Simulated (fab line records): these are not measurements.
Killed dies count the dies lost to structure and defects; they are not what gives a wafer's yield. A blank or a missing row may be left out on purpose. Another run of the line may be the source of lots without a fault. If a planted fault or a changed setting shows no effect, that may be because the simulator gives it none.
Chamber matching || flow nand-harc || 4 sister chambers for NHARC_A_CHANNEL_FILL_D1_ALD_14 on ald-hk-01
The step deposits SiO2, target thk 2.5 nm, pulse time 10 s, ald cycles 25. 4 wafers are shown with their chamber, then 7 later ones without.

## EACH WAFER AND ITS CHAMBER
{"wafer": "L087.5", "chamber": 0, "heater-power-w (W)": 519}
{"wafer": "L089.3", "chamber": 2, "heater-power-w (W)": 492}
{"wafer": "L091.2", "chamber": 1, "heater-power-w (W)": 501}
{"wafer": "L091.4", "chamber": 3, "heater-power-w (W)": 482}

## WAFERS MISSING THEIR CHAMBER
{"wafer": "L091.6", "heater-power-w (W)": 484}
{"wafer": "L092.2", "heater-power-w (W)": 533}
{"wafer": "L092.3", "heater-power-w (W)": 491}
{"wafer": "L092.6", "heater-power-w (W)": 494}
{"wafer": "L095.2", "heater-power-w (W)": 507}
{"wafer": "L095.4", "heater-power-w (W)": 492}
{"wafer": "L095.6", "heater-power-w (W)": 490}

## WHICH CHAMBER EACH WENT THROUGH
{"wafer": "L091.6", "from the rows above": "can't be placed: 3 or 2", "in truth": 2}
{"wafer": "L092.2", "from the rows above": 0, "in truth": 0}
{"wafer": "L092.3", "from the rows above": "can't be placed: 2 or 3 or 1", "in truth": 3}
{"wafer": "L092.6", "from the rows above": "can't be placed: 2 or 1 or 3", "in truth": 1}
{"wafer": "L095.2", "from the rows above": "can't be placed: 1 or 0 or 2", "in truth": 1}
{"wafer": "L095.4", "from the rows above": "can't be placed: 2 or 1 or 3", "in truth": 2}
{"wafer": "L095.6", "from the rows above": "can't be placed: 2 or 3 or 1", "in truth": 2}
1 of 7 placed correctly. Can't be placed from these rows: 6 (the true chamber is among the candidates in 6). Number placed wrongly: 0.
How it was worked out, from the rows above alone: a wafer's distance from a chamber is the root of the sum, over the readings, of the square of ((its reading less the chamber's mean) divided by the reading's scatter). The wafer belongs to the nearest chamber; if the next one is less than 2 further off, it can't be placed. The mean given for a chamber averages the wafers shown for that chamber. The scatter (one wafer shown for each chamber): square how far every hidden wafer sits from the nearest shown wafer, average those squares and take the square root.
